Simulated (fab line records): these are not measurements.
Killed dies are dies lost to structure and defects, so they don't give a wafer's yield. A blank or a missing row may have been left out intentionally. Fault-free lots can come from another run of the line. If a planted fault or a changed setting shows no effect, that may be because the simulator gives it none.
Chamber matching || flow nand harc || NHARC_A_CHANNEL_FILL_D1_ALD_14 on ald hk-04 has 4 sister chambers
The step deposits SiO2, target thk 2.5 nm, pulse time 10 s, ald cycles 25. 8 wafers are shown with their chamber, then 10 later ones without.

EACH WAFER AND ITS CHAMBER
{"wafer": "L084.4", "chamber": 1, "heater power w (W)": 447, "precursor pulse height rel": 1.001}
{"wafer": "L085.1", "chamber": 2, "heater power w (W)": 444, "precursor pulse height rel": 0.986}
{"wafer": "L085.3", "chamber": 3, "heater power w (W)": 440, "precursor pulse height rel": 1.003}
{"wafer": "L085.6", "chamber": 1, "heater power w (W)": 442, "precursor pulse height rel": 1.007}
{"wafer": "L088.2", "chamber": 2, "heater power w (W)": 445, "precursor pulse height rel": 1.017}
{"wafer": "L088.4", "chamber": 3, "heater power w (W)": 441, "precursor pulse height rel": 1.005}
{"wafer": "L086.3", "chamber": 0, "heater power w (W)": 455, "precursor pulse height rel": 1.006}
{"wafer": "L086.5", "chamber": 0, "heater power w (W)": 453, "precursor pulse height rel": 0.996}

WAFERS WITHOUT THEIR CHAMBER
{"wafer": "L086.6", "heater power w (W)": 456, "precursor pulse height rel": 1.006}
{"wafer": "L089.2", "heater power w (W)": 440, "precursor pulse height rel": 0.954}
{"wafer": "L089.4", "heater power w (W)": 440, "precursor pulse height rel": 0.975}
{"wafer": "L089.5", "heater power w (W)": 464, "precursor pulse height rel": 0.979}
{"wafer": "L091.1", "heater power w (W)": 449, "precursor pulse height rel": 0.986}
{"wafer": "L091.2", "heater power w (W)": 455, "precursor pulse height rel": 0.980}
{"wafer": "L091.3", "heater power w (W)": 451, "precursor pulse height rel": 0.999}
{"wafer": "L097.1", "heater power w (W)": 462, "precursor pulse height rel": 1.003}
{"wafer": "L097.2", "heater power w (W)": 447, "precursor pulse height rel": 1.020}
{"wafer": "L097.5", "heater power w (W)": 459, "precursor pulse height rel": 1.009}

WHICH CHAMBER EACH WENT THROUGH
{"wafer": "L086.6", "from the rows above": 0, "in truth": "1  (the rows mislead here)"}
{"wafer": "L089.2", "from the rows above": "can't be placed: 3 or 2 or 1", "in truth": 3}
{"wafer": "L089.4", "from the rows above": "can't be placed: 3 or 2 or 1", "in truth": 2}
{"wafer": "L089.5", "from the rows above": 0, "in truth": 0}
{"wafer": "L091.1", "from the rows above": "can't be placed: 2 or 1 or 0 or 3", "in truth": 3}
{"wafer": "L091.2", "from the rows above": 0, "in truth": 0}
{"wafer": "L091.3", "from the rows above": "can't be placed: 0 or 2 or 1", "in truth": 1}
{"wafer": "L097.1", "from the rows above": 0, "in truth": 0}
{"wafer": "L097.2", "from the rows above": "can't be placed: 1 or 2 or 3", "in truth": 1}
{"wafer": "L097.5", "from the rows above": 0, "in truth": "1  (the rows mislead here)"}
Correctly placed: 3 of 10. These rows do not allow placing 5 (true chamber among the candidates in 5). Wrongly placed: 2.
How it was worked out, from the rows above alone: a wafer's distance from a chamber is the root of the sum, over the readings, of the square of ((its reading less the chamber's mean) divided by the reading's scatter). If the next closest chamber is less than 2 further off than the closest, the wafer can't be placed; otherwise it belongs to the closest. The mean given for a chamber averages the wafers shown for that chamber. How the scatter is found: for the shown wafers, subtract from each reading the mean of its chamber, square and add these, divide the total by (wafers less chambers), then take the root.
